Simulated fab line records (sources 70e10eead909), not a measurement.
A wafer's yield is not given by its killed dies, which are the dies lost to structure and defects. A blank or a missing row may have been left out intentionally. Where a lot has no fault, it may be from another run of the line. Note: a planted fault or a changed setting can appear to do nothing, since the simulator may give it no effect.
Shared-tool check ; flow nand-harc ; Sampled: 13 lots, 45 wafers

THE REASON FOR OPENING IT
At NHARC_A_ONON_D1_INSPECT_32 the reading raw-defect-count is flagged on 2 of 13 lots. No-fault wafers: 70, standard deviation 25.
Rule: flag the lot when none of its wafers has a number, or when each of its wafers that has one lies beyond 4 standard deviations from that mean. As for the other lots, they are considered sound.

lot;measured;on;raw-defect-count, wafer by wafer;flag
L482;day 8 20:39;defect-inspect-01;77 57 107;
L483;day 9 06:41;defect-inspect-02;61 57 86;
L485;day 9 17:21;defect-inspect-01;39 44 59;
L486;day 10 09:07;defect-inspect-02;61 134 103;
L488;day 11 00:20;defect-inspect-02;66 88 55;
L489;day 11 13:42;defect-inspect-02;51 76 82;
L490;day 11 19:38;defect-inspect-02;119 42 89;
L492;day 13 01:28;defect-inspect-01;143 86 54;
L493;day 13 11:23;defect-inspect-01;32 59 47;
L497;day 15 02:22;defect-inspect-01;89 61 61;
L499;day 15 21:16;defect-inspect-02;600 547 601 597 556 594;FLAGGED
L502;day 16 17:05;defect-inspect-02;587 540 638 597 530 632;FLAGGED
L503;day 17 08:07;defect-inspect-01;95 75 59;
The numbers of the flagged lots are 585 on average: +515 against the usual, or +21 standard deviations.

EACH LOT AND THE TOOL IT RAN ON
The record keeps 1 process step preceding the reading, out of 1302 steps on the route. In each cell: the tool, then ch and the chambers that the sampled wafers went through, then the start.
lot;flag;NHARC_A_ONON_D1_DEP_33
L482;;pecvd-02 ch 0,1,2, day 8 20:09
L483;;pecvd-03 ch 0,1,2, day 9 06:12
L485;;pecvd-01 ch 0,1,2, day 9 16:59
L486;;pecvd-01 ch 1,2, day 10 08:38
L488;;pecvd-01 ch 1,2, day 10 23:53
L489;;pecvd-03 ch 0,1, day 11 13:16
L490;;pecvd-03 ch 0,2, day 11 19:12
L492;;pecvd-03 ch 0,1,2, day 13 00:59
L493;;pecvd-01 ch 1,2, day 13 10:53
L497;;pecvd-02 ch 1,2, day 15 01:59
L499;FLAGGED;pecvd-02 ch 0,1,2, day 15 20:46
L502;FLAGGED;pecvd-02 ch 1,2, day 16 16:37
L503;;pecvd-03 ch 0,1, day 17 07:41
What the steps here do:
- NHARC_A_ONON_D1_DEP_33: deposits SiO2, target thk 200 nm.
- NHARC_A_ONON_D1_INSPECT_32

FLAGGED AGAINST TOTAL, ONE TOOL AT A TIME (gauges that did the reading follow at the end)
step;tool;lots run;flagged;share of the flagged lots;sound lots run after its first flagged lot
NHARC_A_ONON_D1_DEP_33;pecvd-01;4;0;none;-
NHARC_A_ONON_D1_DEP_33;pecvd-02;4;2;all;0
NHARC_A_ONON_D1_DEP_33;pecvd-03;5;0;none;-
NHARC_A_ONON_D1_INSPECT_32;defect-inspect-01;6;0;none;-
NHARC_A_ONON_D1_INSPECT_32;defect-inspect-02;7;2;all;0

WHAT THE TABLE PERMITS
Table rows that saw every flagged lot: 2, namely pecvd-02 at NHARC_A_ONON_D1_DEP_33 and defect-inspect-02 at NHARC_A_ONON_D1_INSPECT_32.
- pecvd-02 at NHARC_A_ONON_D1_DEP_33 ran 4 lots, 2 of them flagged. It ran its last sound lot, L497, at day 15 01:59 and its first flagged lot, L499, at day 15 20:46: a fault with its onset between the two fits.
- defect-inspect-02 at NHARC_A_ONON_D1_INSPECT_32 ran 7 lots, 2 of them flagged. It ran its last sound lot, L490, at day 11 19:38 and its first flagged lot, L499, at day 15 21:16: a fault with its onset between the two fits.
Counting lots can't tell these 2 tools apart, because each fits a fault that began at some hour. More lots, or a look at what each step does to the wafer, might.

WHAT THE SIMULATOR PUT IN
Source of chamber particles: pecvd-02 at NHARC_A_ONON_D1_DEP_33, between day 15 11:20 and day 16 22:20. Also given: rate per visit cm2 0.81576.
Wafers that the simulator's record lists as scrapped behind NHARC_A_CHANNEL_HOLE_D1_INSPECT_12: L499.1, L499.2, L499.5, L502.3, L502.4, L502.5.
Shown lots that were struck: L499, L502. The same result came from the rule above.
